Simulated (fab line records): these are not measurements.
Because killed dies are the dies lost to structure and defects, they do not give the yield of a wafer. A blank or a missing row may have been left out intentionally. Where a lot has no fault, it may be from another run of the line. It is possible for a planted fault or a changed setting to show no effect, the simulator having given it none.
Struck lot and sound lot, side by side	flow nandHarc	18 steps out of a route of 1302
Sound: the wafers L569.1, L569.2, L569.4. Wafers L565.1, L565.2, L565.6 were the ones struck. Last of all comes the cause.
For every step that has rows: the tool of each side, followed by ch and its chambers, followed by its first start. Under that, the readings that differ: sound wafers	struck wafers	difference of the means	sigmas: that difference in standard deviations of wafers without a fault.
alike: readings whose means differ by less than 2 such deviations, and words and numbers that are the same on both sides. not compared: withheld readings, readings that some wafer has no value for, bounds like >300 that may hide the same value, and numbers for which the record gives no deviation and whose values overlap.
Wherever a step has rows on one side only, a row that says differs or no value, or a row with sigmas, the two part there. Numbers that don't overlap but have no deviation are shown without sigmas and don't part them. A reading missing from all wafers of one side parts the sides only when that side holds two or more wafers.

NHARC_P_GATE_CD_MEAS_46: the cd target is 720 nm.
  sound on cdSem-01 ch 0, day 8 01:05; struck on cdSem-02 ch 0, day 6 04:23
  alike: cdNm
then, 1 step without rows for these wafers: NHARC_P_GATE_HARDBAKE_47 (time 80 s).
NHARC_P_GATE_DESCUM_48: chemistry O2, time 3 s.
  sound on rieDiel-09 ch 0,1,2, day 8 01:16; struck on rieDiel-09 ch 0,1,3, day 6 04:32
  alike: drypumpMotorCurrentA, o2FlowSccm, oesProductAu, rfVppV, showerheadPlenumPTorr, throttleValvePct
  not compared: rfHoursCounterH
following that, these wafers have no rows for 1 step: NHARC_P_GATE_IMPLANT_49.
NHARC_P_GATE_STRIP_111: strips in N2/H2, time 250 s.
  sound on plasmaAsher-02 ch 0,1, day 8 01:37; struck on plasmaAsher-01 ch 0,1, day 6 04:55
reading	sound	struck	difference	sigmas
drypumpMotorCurrentA (A)	5.5 5.3 5.3	5.9 6.1 6.2	+0.7	+2
  alike: heaterPowerW
  not compared: rfHoursCounterH
NHARC_P_GATE_STRIP_75: strips in O2.
  sound on plasmaAsher-02 ch 0,1, day 8 01:55; struck on plasmaAsher-01 ch 0,1, day 6 05:13
reading	sound	struck	difference	sigmas
drypumpMotorCurrentA (A)	5.5 5.3 5.3	5.9 6.1 6.2	+0.7	+2
  alike: heaterPowerW
  not compared: rfHoursCounterH
then, 6 steps without rows for these wafers: NHARC_P_GATE_STRIP_50 (strips in SPM, time 900 s); NHARC_P_GATE_DEHYDRATE_51 (time 120 s); NHARC_P_GATE_HMDS_52 (time 30 s); NHARC_P_GATE_COAT_53; NHARC_P_GATE_SOFTBAKE_54 (time 95 s); NHARC_P_GATE_EBR_55.
NHARC_P_GATE_EXPOSE_56: exposes mask P PSD, target cd 720 nm.
  sound on krfScanner-01 ch 0, day 8 02:41; struck on krfScanner-04 ch 0, day 6 05:52
reading	sound	struck	difference	sigmas
mask	P_PSD#0 P_PSD#0 P_PSD#0	P_NSD#0 P_NSD#0 P_NSD#0	differs	
then, 2 steps without rows for these wafers: NHARC_P_GATE_PEB_57 (peb time 85 s); NHARC_P_GATE_DEVELOP_58 (time 70 s).
NHARC_P_GATE_CD_MEAS_59: the cd target is 720 nm.
  sound on cdSem-01 ch 0, day 8 02:50; struck on cdSem-02 ch 0, day 6 06:01
reading	sound	struck	difference	sigmas
cdNm (nm)	721.0 715.0 718.9	- - -	no value on the struck wafers	
then, 1 step without rows for these wafers: NHARC_P_GATE_HARDBAKE_60 (time 80 s).
-- the record jumps here: 19 days lie between the struck wafers' starts before and after (it left off in module P_GATE and takes up again in module END, whose first step shown is number 1302 of the route) --
NHARC_END_SORT_01:
  at this point the record logs the struck wafers (prober-01 ch 0, day 25 11:52) and has no rows for the sound ones

## WHERE THEY PART
Last at NHARC_END_SORT_01 as far as this record goes, first at NHARC_P_GATE_STRIP_111.

WHY: what had been put in by the simulator
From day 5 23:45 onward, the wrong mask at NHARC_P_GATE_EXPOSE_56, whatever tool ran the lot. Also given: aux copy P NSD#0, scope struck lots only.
